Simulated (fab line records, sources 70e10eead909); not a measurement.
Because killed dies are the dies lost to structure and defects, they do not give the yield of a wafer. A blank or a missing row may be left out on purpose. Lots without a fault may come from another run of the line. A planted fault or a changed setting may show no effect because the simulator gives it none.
Which tool was responsible? + flow nand harc + 11 lots, 33 wafers sampled, at 5 steps of a route of 1302

WHAT THE GAUGES READ, wafer by wafer
NHARC_END_SORT_01.
| lot  | measured     | on        | killed at array | killed at other | killed at periphery | killed dies | killed open | killed short |
|------|--------------|-----------|-----------------|-----------------|---------------------|-------------|-------------|--------------|
| L679 | day 28 06:05 | prober-01 | 676 676 675     | 0 0 1           | 1 1 1               | 677 677 677 | 3 2 5       | 3 3 3        |
| L681 | day 27 21:37 | prober-02 | 671 672 674     | 2 2 0           | 4 3 3               | 677 677 677 | 1 6 5       | 1 0 0        |
| L686 | day 30 12:35 | prober-01 | 33 48 44        | 0 0 0           | 7 6 5               | 40 54 49    | 5 4 8       | 3 6 2        |

TOOL THAT RAN EACH LOT (tool first, then ch and the chambers of the sampled wafers, then the start)
| lot  | NHARC_A_STAIRCASE_TRIM_187         | NHARC_A_STAIRCASE_ETCH_197         | NHARC_A_STAIRCASE_ETCH_199                    | NHARC_A_STAIRCASE_TRIM_202                    |
|------|------------------------------------|------------------------------------|-----------------------------------------------|-----------------------------------------------|
| L672 | rie diel-09 ch 0,3, day 16 05:01   | rie diel-09 ch 0,1,3, day 16 10:11 | rie diel-09 ch 1,3, no start                  | rie diel-09 ch 0,2,3, no start                |
| L673 | rie diel-13 ch 0,2,3, day 16 18:18 | rie diel-13 ch 2,3, day 16 19:31   | rie diel-13 ch 2,3, no start                  | rie diel-13 ch 0,3, no start                  |
| L675 | rie diel-13 ch 0,2,3, day 16 23:05 | rie diel-13 ch 0,1,3, day 17 03:16 | rie diel-13 ch 0,1,3, no start                | rie diel-13 ch 0,1,3, no start                |
| L679 | rie diel-04 ch 1,2,3, day 18 21:44 | rie diel-04 ch 1,2,3, day 18 23:49 | rie diel-04 ch 2,3, day 28 06:05 or earlier   | rie diel-04 ch 0,2, day 28 06:05 or earlier   |
| L681 | rie diel-09 ch 1,2,3, day 19 03:59 | rie diel-13 ch 0,1,3, day 19 05:34 | rie diel-13 ch 0,2,3, day 27 21:37 or earlier | rie diel-13 ch 0,1,3, day 27 21:37 or earlier |
| L680 | rie diel-04 ch 0,2,3, day 19 09:22 | rie diel-13 ch 1,2, day 19 12:02   | rie diel-13 ch 0,1, no start                  | rie diel-13 ch 0,1,2, no start                |
| L686 | rie diel-04 ch 0,2,3, day 21 18:19 | rie diel-13 ch 0,2,3, day 21 22:35 | rie diel-13 ch 0,3, day 30 12:35 or earlier   | rie diel-13 ch 0,1, day 30 12:35 or earlier   |
| L690 | rie diel-13 ch 0,1,2, day 23 09:43 | rie diel-09 ch 2,3, day 23 11:03   | rie diel-09 ch 0,1,2, no start                | rie diel-09 ch 0,3, no start                  |
| L692 | rie diel-04 ch 0,1,2, day 24 05:50 | rie diel-04 ch 0,1, day 24 07:02   | rie diel-04 ch 0,1, no start                  | rie diel-04 ch 0,1,3, no start                |
| L693 | rie diel-13 ch 1,2,3, day 24 13:41 | rie diel-13 ch 1,2,3, day 24 14:58 | rie diel-13 ch 0,3, no start                  | rie diel-13 ch 1,2, no start                  |
| L695 | rie diel-04 ch 0,3, day 25 16:56   | rie diel-04 ch 0,1,2, day 25 18:08 | rie diel-04 ch 0,3, no start                  | rie diel-04 ch 1,2,3, no start                |
- NHARC_A_STAIRCASE_TRIM_187: chemistry O2, time 211.2 s.
- NHARC_A_STAIRCASE_ETCH_197: etches the open film in C4F8/O2, target depth 100 nm, time 40.5 s.
- NHARC_A_STAIRCASE_ETCH_199: etches the open film in C4F8/O2, target depth 100 nm, time 40.5 s.
- NHARC_A_STAIRCASE_TRIM_202: chemistry O2, time 211.2 s.

WHAT THE TOOLS THEMSELVES READ (means of the sampled wafers that have a number; where no wafer has one, the mark that the record gives instead)
NHARC_A_STAIRCASE_TRIM_187.
| lot  | tool        | drypump motor current A (A) | oes product au (a.u.) | rf vpp V (V) | showerhead plenum p Torr (Torr) | throttle valve pct (%) |
|------|-------------|-----------------------------|-----------------------|--------------|---------------------------------|------------------------|
| L672 | rie diel-09 | 5.6                         | 0.995                 | 57.2         | 3.56                            | 17.032                 |
| L673 | rie diel-13 | 5.3                         | 1.001                 | 58.1         | 3.64                            | 17.045                 |
| L675 | rie diel-13 | 5.3                         | 1.001                 | 58.3         | 3.64                            | 17.033                 |
| L679 | rie diel-04 | 5.7                         | 0.997                 | 57.5         | 3.38                            | 17.043                 |
| L681 | rie diel-09 | 5.9                         | 1.000                 | 56.8         | 3.49                            | 17.037                 |
| L680 | rie diel-04 | 5.8                         | 1.003                 | 57.8         | 3.46                            | 17.028                 |
| L686 | rie diel-04 | 5.8                         | 1.007                 | 57.5         | 3.45                            | 17.025                 |
| L690 | rie diel-13 | 5.5                         | 1.011                 | 58.1         | 3.48                            | 17.039                 |
| L692 | rie diel-04 | 5.6                         | 0.991                 | 57.6         | 3.66                            | 17.028                 |
| L693 | rie diel-13 | 5.5                         | 1.009                 | 58.6         | 3.54                            | 17.034                 |
| L695 | rie diel-04 | 6.0                         | 1.015                 | 56.8         | 3.46                            | 17.031                 |

NHARC_A_STAIRCASE_ETCH_197.
| lot  | tool        | bias w (W) | chamber pressure mTorr (mTorr) | oes product au (a.u.) | rf vpp V (V) |
|------|-------------|------------|--------------------------------|-----------------------|--------------|
| L672 | rie diel-09 | 1000.7     | 25.012                         | 0.949                 | 896          |
| L673 | rie diel-13 | 998.4      | 25.003                         | 0.934                 | 903          |
| L675 | rie diel-13 | 1000.2     | 24.994                         | 0.931                 | 896          |
| L679 | rie diel-04 | -          | -                              | -                     | -            |
| L681 | rie diel-13 | -          | -                              | -                     | -            |
| L680 | rie diel-13 | 1001.6     | 25.003                         | 0.974                 | 897          |
| L686 | rie diel-13 | 1002.9     | 24.979                         | 0.925                 | 899          |
| L690 | rie diel-09 | 998.3      | 25.011                         | 0.976                 | 894          |
| L692 | rie diel-04 | 1001.4     | 24.983                         | 0.946                 | 896          |
| L693 | rie diel-13 | 999.2      | 24.993                         | 0.946                 | 897          |
| L695 | rie diel-04 | 998.6      | 24.971                         | 0.946                 | 900          |

NHARC_A_STAIRCASE_ETCH_199.
| lot  | tool        | bias w (W) | chamber pressure mTorr (mTorr) | oes product au (a.u.) | rf vpp V (V) |
|------|-------------|------------|--------------------------------|-----------------------|--------------|
| L672 | rie diel-09 | 1001       | 25.000                         | 0.956                 | 893          |
| L673 | rie diel-13 | 1001       | 24.974                         | 0.941                 | 903          |
| L675 | rie diel-13 | 1001       | 24.984                         | 0.942                 | 896          |
| L679 | rie diel-04 | 1001       | 24.994                         | 0.935                 | 888          |
| L681 | rie diel-13 | 1004       | 25.005                         | 0.945                 | 899          |
| L680 | rie diel-13 | 999        | 24.974                         | 0.943                 | 890          |
| L686 | rie diel-13 | 1000       | 24.997                         | 0.918                 | 900          |
| L690 | rie diel-09 | 997        | 24.986                         | 0.937                 | 899          |
| L692 | rie diel-04 | 999        | 24.978                         | 0.947                 | 896          |
| L693 | rie diel-13 | 1002       | 25.005                         | 0.951                 | 900          |
| L695 | rie diel-04 | 998        | 24.998                         | 0.970                 | 898          |

NHARC_A_STAIRCASE_TRIM_202.
| lot  | tool        | drypump motor current A (A) | oes product au (a.u.) | rf vpp V (V) | showerhead plenum p Torr (Torr) | throttle valve pct (%) |
|------|-------------|-----------------------------|-----------------------|--------------|---------------------------------|------------------------|
| L672 | rie diel-09 | 5.9                         | 1.002                 | 58.6         | 3.62                            | 17.032                 |
| L673 | rie diel-13 | 5.5                         | 1.000                 | 57.2         | 3.60                            | 17.035                 |
| L675 | rie diel-13 | 5.6                         | 0.999                 | 58.3         | 3.54                            | 17.046                 |
| L679 | rie diel-04 | 5.6                         | 0.992                 | 57.7         | 3.44                            | 17.044                 |
| L681 | rie diel-13 | 5.5                         | 0.995                 | 56.9         | 3.53                            | 17.033                 |
| L680 | rie diel-13 | 5.6                         | 1.006                 | 57.3         | 3.50                            | 17.028                 |
| L686 | rie diel-13 | 5.7                         | 1.019                 | 57.2         | 3.45                            | 17.031                 |
| L690 | rie diel-09 | 5.6                         | 1.012                 | 58.0         | 3.53                            | 17.033                 |
| L692 | rie diel-04 | 5.8                         | 1.008                 | 57.4         | 3.50                            | 17.034                 |
| L693 | rie diel-13 | 5.4                         | 1.013                 | 58.0         | 3.52                            | 17.036                 |
| L695 | rie diel-04 | 5.7                         | 0.994                 | 58.0         | 3.53                            | 17.042                 |

THE ANSWER, worked out from the rows above alone
Rule: what is usual is taken from the lots themselves. Put in order of their means at a reading, lots are off if they are a third of the lots or fewer, leave a main group of 4 or more, and stand apart from it by a gap of 3 or more times the standard deviation of the main group's means; of several such gaps the widest counts. Not used: any main group whose means are identical at the precision the tables above print for the reading. A lot without any number at a reading at which 4 lots or more have one is off too. Any other lot the step has rows for is counted as sound. Order of review: gauges by route order, followed by the tools' own readings, for which a lot's mean as printed above is used. The first step at which some lot is off is used, and at that step the reading that is off furthest; a lot without a number counts as furthest.
Off: L679, L681 (NHARC_A_STAIRCASE_ETCH_197, bias w). Without a number there: L679, L681. For the main group the mean is 1000.1 W and the standard deviation 1.5.
A tool fits if, at that step or a process step before it, it ran every lot that is off, and no sound lot after the first of them. Not one of the candidates tried fits.

WHAT THE SIMULATOR HAD PUT IN
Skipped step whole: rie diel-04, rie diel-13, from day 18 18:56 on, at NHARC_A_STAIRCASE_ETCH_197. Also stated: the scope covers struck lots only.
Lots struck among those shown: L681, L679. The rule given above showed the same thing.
